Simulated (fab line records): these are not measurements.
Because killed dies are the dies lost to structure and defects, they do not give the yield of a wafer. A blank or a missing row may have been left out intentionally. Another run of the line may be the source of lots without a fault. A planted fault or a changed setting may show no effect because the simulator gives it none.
Chamber matching / flow n5Finfet / 4 sister chambers for N5_BEOL_M15_STRIP_36 on rieDiel-05
The step strips in O2. 16 wafers are shown with their chamber, then 8 later ones without.

WAFERS WITH THEIR CHAMBER
wafer=L076.1; chamber=3; drypumpMotorCurrentA (A)=6.2; showerheadPlenumPTorr (Torr)=2.14; throttleValvePct (%)=16.68
wafer=L076.2; chamber=1; drypumpMotorCurrentA (A)=6.1; showerheadPlenumPTorr (Torr)=2.02; throttleValvePct (%)=16.80
wafer=L076.5; chamber=0; drypumpMotorCurrentA (A)=6.0; showerheadPlenumPTorr (Torr)=2.15; throttleValvePct (%)=16.61
wafer=L077.1; chamber=1; drypumpMotorCurrentA (A)=6.1; showerheadPlenumPTorr (Torr)=2.02; throttleValvePct (%)=16.80
wafer=L077.2; chamber=2; drypumpMotorCurrentA (A)=5.3; showerheadPlenumPTorr (Torr)=2.10; throttleValvePct (%)=16.90
wafer=L077.3; chamber=0; drypumpMotorCurrentA (A)=5.9; showerheadPlenumPTorr (Torr)=2.15; throttleValvePct (%)=16.66
wafer=L081.1; chamber=2; drypumpMotorCurrentA (A)=5.3; showerheadPlenumPTorr (Torr)=2.10; throttleValvePct (%)=16.93
wafer=L081.3; chamber=0; drypumpMotorCurrentA (A)=5.9; showerheadPlenumPTorr (Torr)=2.15; throttleValvePct (%)=16.66
wafer=L081.6; chamber=1; drypumpMotorCurrentA (A)=6.1; showerheadPlenumPTorr (Torr)=2.02; throttleValvePct (%)=16.84
wafer=L086.3; chamber=3; drypumpMotorCurrentA (A)=6.2; showerheadPlenumPTorr (Torr)=2.13; throttleValvePct (%)=16.27
wafer=L086.5; chamber=3; drypumpMotorCurrentA (A)=6.2; showerheadPlenumPTorr (Torr)=2.13; throttleValvePct (%)=16.26
wafer=L086.6; chamber=0; drypumpMotorCurrentA (A)=5.9; showerheadPlenumPTorr (Torr)=2.14; throttleValvePct (%)=16.71
wafer=L089.1; chamber=0; drypumpMotorCurrentA (A)=5.9; showerheadPlenumPTorr (Torr)=2.14; throttleValvePct (%)=16.69
wafer=L089.2; chamber=1; drypumpMotorCurrentA (A)=6.1; showerheadPlenumPTorr (Torr)=2.01; throttleValvePct (%)=16.86
wafer=L089.6; chamber=0; drypumpMotorCurrentA (A)=5.9; showerheadPlenumPTorr (Torr)=2.14; throttleValvePct (%)=16.69
wafer=L094.1; chamber=3; drypumpMotorCurrentA (A)=6.2; showerheadPlenumPTorr (Torr)=2.13; throttleValvePct (%)=16.28

SIGNATURES (means of the wafers above)
reading=drypumpMotorCurrentA; chamber 0=5.917; chamber 1=6.100; chamber 2=5.300; chamber 3=6.200; scatter within a chamber=0.0264
reading=showerheadPlenumPTorr; chamber 0=2.1450; chamber 1=2.0175; chamber 2=2.1000; chamber 3=2.1325; scatter within a chamber=0.005
reading=throttleValvePct; chamber 0=16.6700; chamber 1=16.8250; chamber 2=16.9150; chamber 3=16.3725; scatter within a chamber=0.106
Rule: a wafer lies at a distance from a chamber equal to the root of the sum of squares, over the readings, of (its reading less the chamber's mean, divided by the reading's scatter). The wafer belongs to the nearest chamber; if the next one is less than 2 further off, it can't be placed. The scatter is the square root of a quotient: the sum, over the shown wafers, of each reading's squared deviation from its chamber's mean, divided by wafers minus chambers.

WAFERS WHOSE CHAMBER IS MISSING
wafer=L094.2; drypumpMotorCurrentA (A)=5.9; showerheadPlenumPTorr (Torr)=2.14; throttleValvePct (%)=16.73
wafer=L094.4; drypumpMotorCurrentA (A)=5.3; showerheadPlenumPTorr (Torr)=2.09; throttleValvePct (%)=16.96
wafer=L092.1; drypumpMotorCurrentA (A)=6.1; showerheadPlenumPTorr (Torr)=2.01; throttleValvePct (%)=16.86
wafer=L092.2; drypumpMotorCurrentA (A)=5.3; showerheadPlenumPTorr (Torr)=2.09; throttleValvePct (%)=16.97
wafer=L092.5; drypumpMotorCurrentA (A)=5.9; showerheadPlenumPTorr (Torr)=2.14; throttleValvePct (%)=16.73
wafer=L093.1; drypumpMotorCurrentA (A)=5.3; showerheadPlenumPTorr (Torr)=2.09; throttleValvePct (%)=17.03
wafer=L093.2; drypumpMotorCurrentA (A)=5.9; showerheadPlenumPTorr (Torr)=2.14; throttleValvePct (%)=16.71
wafer=L093.5; drypumpMotorCurrentA (A)=6.2; showerheadPlenumPTorr (Torr)=2.12; throttleValvePct (%)=16.31

WHICH CHAMBER EACH ONE RAN IN
wafer=L094.2; from the rows above=0; in truth=0
wafer=L094.4; from the rows above=2; in truth=2
wafer=L092.1; from the rows above=1; in truth=1
wafer=L092.2; from the rows above=2; in truth=2
wafer=L092.5; from the rows above=0; in truth=0
wafer=L093.1; from the rows above=2; in truth=2
wafer=L093.2; from the rows above=0; in truth=0
wafer=L093.5; from the rows above=3; in truth=3
Placed correctly: 8 of 8. Not placeable from these rows: 0. 0 placed wrongly.
